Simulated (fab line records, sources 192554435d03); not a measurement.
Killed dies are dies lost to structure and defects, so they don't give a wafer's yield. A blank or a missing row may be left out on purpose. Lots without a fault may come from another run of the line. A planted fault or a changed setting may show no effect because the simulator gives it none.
Which tool did it? | flow n5_finfet | 10 lots, 30 wafers sampled, at 7 steps of a route of 1938

WHAT THE GAUGES READ, wafer by wafer
N5_BEOL_M8_INSPECT_58: inspects for defects (darkfield).
lot  | measured     | on                | raw_defect_count
L263 | day 9 23:49  | defect_inspect-02 | 46 65 66
L264 | day 10 11:45 | defect_inspect-01 | 49 71 66
L265 | day 10 19:25 | defect_inspect-01 | 66 59 78
L266 | day 11 00:06 | defect_inspect-02 | 69 64 112
L268 | day 11 09:08 | defect_inspect-01 | 61 78 54
L271 | day 11 22:58 | defect_inspect-01 | 51 447 51
L273 | day 12 23:41 | defect_inspect-02 | 69 473 84
L275 | day 13 10:17 | defect_inspect-02 | 96 111 118
L281 | day 14 19:59 | defect_inspect-02 | 114 78 68
L285 | day 16 01:16 | defect_inspect-01 | 64 59 71

N5_BEOL_M9_INSPECT_13: inspects for defects (brightfield).
lot  | measured     | on                | raw_defect_count
L263 | day 10 01:07 | defect_inspect-02 | 371 368 508
L264 | day 10 13:23 | defect_inspect-01 | 370 348 360
L265 | day 10 20:43 | defect_inspect-01 | 391 349 390
L266 | day 11 01:32 | defect_inspect-01 | 328 290 416
L268 | day 11 13:32 | defect_inspect-01 | 406 294 309
L271 | day 12 02:35 | defect_inspect-01 | 387 760 324
L273 | day 13 02:23 | defect_inspect-02 | 330 743 359
L275 | day 13 14:47 | defect_inspect-01 | 468 451 548
L281 | day 14 21:17 | defect_inspect-01 | 394 532 449
L285 | day 16 03:04 | defect_inspect-01 | 387 338 257

N5_BEOL_M9_INSPECT_30: inspects for defects (brightfield).
lot  | measured     | on                | raw_defect_count
L263 | day 10 02:07 | defect_inspect-02 | 362 395 527
L264 | day 10 14:18 | defect_inspect-01 | 384 362 352
L265 | day 10 21:35 | defect_inspect-01 | 383 355 374
L266 | day 11 03:05 | defect_inspect-02 | 333 303 458
L268 | day 11 18:30 | defect_inspect-01 | 378 292 331
L271 | day 12 04:41 | defect_inspect-01 | 393 789 344
L273 | day 13 03:35 | defect_inspect-02 | 326 749 345
L275 | day 13 17:29 | defect_inspect-02 | 538 500 565
L281 | day 14 22:20 | defect_inspect-02 | 418 547 500
L285 | day 16 05:23 | defect_inspect-01 | 386 321 276

WHICH TOOL RAN EACH LOT (tool, then ch and the chambers of the sampled wafers, then the start)
lot  | N5_BEOL_M8_CURE_75            | N5_BEOL_M8_ANNEAL_51             | N5_BEOL_M8_DEP_56               | N5_BEOL_M9_PECVD_70
L263 | uv_cure-03 ch 0, day 9 17:44  | rtp_anneal-01 ch 0, day 9 23:01  | pecvd-01 ch 1, day 9 23:42      | pecvd-03 ch 0,1, day 10 00:29
L264 | uv_cure-01 ch 2, day 10 05:14 | rtp_anneal-01 ch 0, day 10 11:00 | pecvd-01 ch 0,2, day 10 11:38   | pecvd-04 ch 0,1, day 10 12:25
L265 | uv_cure-02 ch 2, day 10 12:42 | rtp_anneal-01 ch 0, day 10 18:46 | pecvd-01 ch 1,2, day 10 19:19   | pecvd-04 ch 0,1, day 10 20:06
L266 | uv_cure-02 ch 0, day 10 18:07 | rtp_anneal-01 ch 0, day 10 23:22 | pecvd-03 ch 0,1, day 10 23:59   | pecvd-03 ch 0, day 11 00:47
L268 | uv_cure-03 ch 1, day 11 05:52 | rtp_anneal-01 ch 0, day 11 08:23 | pecvd-02 ch 1,2, day 11 09:02   | pecvd-01 ch 1,2, day 11 09:47
L271 | uv_cure-01 ch 2, day 11 19:50 | rtp_anneal-01 ch 0, day 11 22:19 | pecvd-01 ch 0,1, day 11 22:52   | pecvd-03 ch 0,1, day 11 23:45
L273 | uv_cure-02 ch 1, day 12 20:13 | rtp_anneal-02 ch 0, day 12 22:58 | pecvd-01 ch 0,1,2, day 12 23:35 | pecvd-03 ch 1,2, day 13 00:21
L275 | uv_cure-01 ch 0, day 13 06:20 | rtp_anneal-02 ch 0, day 13 09:32 | pecvd-03 ch 0,2, day 13 10:11   | pecvd-01 ch 0,1,2, day 13 10:57
L281 | uv_cure-02 ch 1, day 14 17:32 | rtp_anneal-01 ch 0, day 14 19:14 | pecvd-02 ch 0,1, day 14 19:54   | pecvd-03 ch 2, day 14 20:40
L285 | uv_cure-02 ch 2, day 15 22:10 | rtp_anneal-02 ch 0, day 16 00:30 | pecvd-03 ch 0,1,2, day 16 01:10 | pecvd-01 ch 0,2, day 16 01:56
- N5_BEOL_M8_CURE_75: cures SiCOH lowk, time 120 s.
- N5_BEOL_M8_ANNEAL_51: time 90 s.
- N5_BEOL_M8_DEP_56: deposits SiCN from 3MS/NH3, target thk 10 nm, time 17.5 s.
- N5_BEOL_M9_PECVD_70: deposits SiO2 from TEOS/O2, target thk 20 nm, time 22.7 s.

WHAT THE TOOLS THEMSELVES READ (means of the sampled wafers that have a number; where no wafer has one, the mark that the record gives instead)
N5_BEOL_M8_CURE_75.
lot  | tool       | lamp_power_pct (%) | wafer_temp_C_max
L263 | uv_cure-03 | 52.27              | 372.8
L264 | uv_cure-01 | 52.32              | 371.9
L265 | uv_cure-02 | 52.36              | 373.6
L266 | uv_cure-02 | 52.30              | 371.6
L268 | uv_cure-03 | 52.29              | 372.0
L271 | uv_cure-01 | 52.35              | 372.0
L273 | uv_cure-02 | 52.34              | 371.7
L275 | uv_cure-01 | 52.24              | 371.8
L281 | uv_cure-02 | 52.27              | 371.0
L285 | uv_cure-02 | 52.25              | 373.4

N5_BEOL_M8_ANNEAL_51.
lot  | tool          | wafer_temp_C_max
L263 | rtp_anneal-01 | 225.3
L264 | rtp_anneal-01 | 225.5
L265 | rtp_anneal-01 | 225.6
L266 | rtp_anneal-01 | 225.5
L268 | rtp_anneal-01 | 225.4
L271 | rtp_anneal-01 | 225.4
L273 | rtp_anneal-02 | 226.1
L275 | rtp_anneal-02 | 226.3
L281 | rtp_anneal-01 | 225.5
L285 | rtp_anneal-02 | 226.1

N5_BEOL_M8_DEP_56.
lot  | tool     | rf_fwd_power_W (W) | showerhead_plenum_p_Torr (Torr) | throttle_valve_pct (%)
L263 | pecvd-01 | 198.9              | 3.650                           | 8.8
L264 | pecvd-01 | 199.5              | 3.655                           | 8.5
L265 | pecvd-01 | 200.2              | 3.647                           | 8.6
L266 | pecvd-03 | 199.5              | 3.688                           | 9.5
L268 | pecvd-02 | 199.1              | 3.651                           | 9.1
L271 | pecvd-01 | 198.6              | 3.643                           | 8.5
L273 | pecvd-01 | 199.2              | 3.655                           | 8.5
L275 | pecvd-03 | 200.5              | 3.660                           | 9.3
L281 | pecvd-02 | 200.4              | 3.670                           | 9.2
L285 | pecvd-03 | 199.5              | 3.675                           | 9.1

N5_BEOL_M9_PECVD_70.
lot  | tool     | heater_power_w (W) | rf_fwd_power_W (W) | showerhead_plenum_p_Torr (Torr) | throttle_valve_pct (%)
L263 | pecvd-03 | 610                | 444.8              | 8.86                            | 22.0
L264 | pecvd-04 | 711                | 446.0              | 8.81                            | 22.6
L265 | pecvd-04 | 678                | 445.5              | 8.80                            | 21.6
L266 | pecvd-03 | 717                | 446.9              | 8.88                            | 24.4
L268 | pecvd-01 | 775                | 443.9              | 8.71                            | 21.3
L271 | pecvd-03 | 688                | 445.8              | 8.87                            | 22.2
L273 | pecvd-03 | 636                | 445.3              | 8.82                            | 21.3
L275 | pecvd-01 | 746                | 445.6              | 8.73                            | 20.9
L281 | pecvd-03 | 629                | 447.2              | 8.73                            | 21.9
L285 | pecvd-01 | 735                | 444.9              | 8.74                            | 20.9

THE ANSWER, worked out from the rows above alone
Rule: what is usual is taken from the lots themselves. Put in order of their means at a reading, lots are off if they are a third of the lots or fewer, leave a main group of 4 or more, and stand apart from it by a gap of 3 or more times the standard deviation of the main group's means; of several such gaps the widest counts. A main group whose means are all the same, to the digits that the tables above print for the reading, isn't used. A lot without any number at a reading at which 4 lots or more have one is off too. The other lots that the step has rows for count as sound. The gauges are gone through in route order, then the tools' own readings, and for those a lot's mean is taken as printed above. The first step at which some lot is off is used, and at that step the reading that is off furthest; a lot without a number counts as furthest.
Off: L271, L273, at N5_BEOL_M8_INSPECT_58 (raw_defect_count). The main group: mean 74, standard deviation 16.
A tool fits if, at a process step before that reading, it ran every lot that is off, and no sound lot after the first of them. The gauges at N5_BEOL_M8_INSPECT_58 are tried like those tools. One fits: pecvd-01 at N5_BEOL_M8_DEP_56. Its last sound lot is L265 (day 10 19:19), its first lot that is off L271 (day 11 22:52): a fault that began between those two fits.

WHAT THE SIMULATOR HAD PUT IN
Chamber particle source: pecvd-01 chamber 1, from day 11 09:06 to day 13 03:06, at N5_BEOL_M8_DEP_56. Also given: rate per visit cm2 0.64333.
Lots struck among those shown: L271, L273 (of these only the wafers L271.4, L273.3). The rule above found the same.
